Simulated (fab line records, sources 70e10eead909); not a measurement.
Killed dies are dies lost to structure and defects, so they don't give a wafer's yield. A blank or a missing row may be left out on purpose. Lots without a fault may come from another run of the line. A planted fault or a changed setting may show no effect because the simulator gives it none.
A struck lot beside a sound one | flow nand_harc | 14 steps out of a route of 1159
Sound: wafers L579.1, L579.5, L579.6. Struck: wafer L585.3. (L585.4, L585.5 of the same lot were not struck and are left out.) The cause comes at the end.
At each step with rows: each side's tool, then ch and its chambers, then its first start. Under that, the readings that differ: sound wafers | struck wafers | difference of the means | sigmas: that difference in standard deviations of wafers without a fault.
alike: readings whose means differ by less than 2 such deviations, and words and numbers that are the same on both sides. not compared: withheld readings, readings that some wafer has no value for, bounds like >300 that may hide the same value, and numbers for which the record gives no deviation and whose values overlap.
The two part at a step that has a row with sigmas, a row that says differs or no value, or rows on one side only. Numbers that don't overlap but have no deviation are shown without sigmas and don't part them. A reading that every wafer of one side lacks parts them only if that side has two wafers or more.

NHARC_P_GATE_RTA_82: time 30 s.
  sound on rtp_anneal-01 ch 0, day 7 04:48; struck on rtp_anneal-02 ch 0, day 8 22:43
  reading          | sound             | struck | difference | sigmas
  wafer_temp_C_max | 452.6 452.2 453.1 | 451.7  | -0.9       | -2
  alike: lamp_power_pct, lamp_zone_6_pct
NHARC_P_GATE_INSPECT_68:
  sound on defect_inspect-02, day 7 05:00; struck on defect_inspect-01, day 8 22:52
  alike: raw_defect_count
NHARC_P_CONTACT_DEP_30: deposits SiNx, target thk 30 nm.
  sound on pecvd-01 ch 1,2, day 7 05:04; struck on pecvd-01 ch 2, day 8 23:00
  alike: heater_power_w
NHARC_P_CONTACT_DEP_00: deposits SiO2, target thk 500 nm.
  sound on pecvd-01 ch 1,2; struck on pecvd-01 ch 2
  alike: heater_power_w, throttle_valve_pct
NHARC_P_CONTACT_CMP_01: polishes SiO2, target thk 200 nm.
  sound on cmp-03 ch 0,1,2, day 7 05:51; struck on cmp-03 ch 3, day 8 23:40
  alike: motor_current_A
then, 6 steps without rows for these wafers: NHARC_P_CONTACT_SRD_03; NHARC_P_CONTACT_DEHYDRATE_04 (time 120 s); NHARC_P_CONTACT_HMDS_05 (time 30 s); NHARC_P_CONTACT_COAT_33 (time 75 s); NHARC_P_CONTACT_COAT_34 (time 65 s); NHARC_P_CONTACT_COAT_06 (resist thk 90 nm).
NHARC_P_CONTACT_SOFTBAKE_07: time 55 s.
  sound on litho_track-06 ch 0, day 7 06:00; struck on litho_track-06 ch 0, day 9 00:00
  reading                  | sound                | struck | difference | sigmas
  heater_power_total_W (W) | 188.32 188.65 188.35 | 202.14 | +13.70     | +91
  alike: chill_plate_temp_C
  not compared: plate_temp_C
then, 1 step without rows for these wafers: NHARC_P_CONTACT_EBR_08.
-- the record jumps here: 15 days lie between the struck wafers' starts before and after (it left off in module P_CONTACT and takes up again in module END, whose first step shown is number 1159 of the route) --
NHARC_END_SORT_01:
  the record has rows for the struck wafers here (prober-01 ch 0, day 23 12:20) and none for the sound ones

WHERE THEY PART
First at NHARC_P_GATE_RTA_82; last, within this record, at NHARC_END_SORT_01.

WHY: what the simulator had put in
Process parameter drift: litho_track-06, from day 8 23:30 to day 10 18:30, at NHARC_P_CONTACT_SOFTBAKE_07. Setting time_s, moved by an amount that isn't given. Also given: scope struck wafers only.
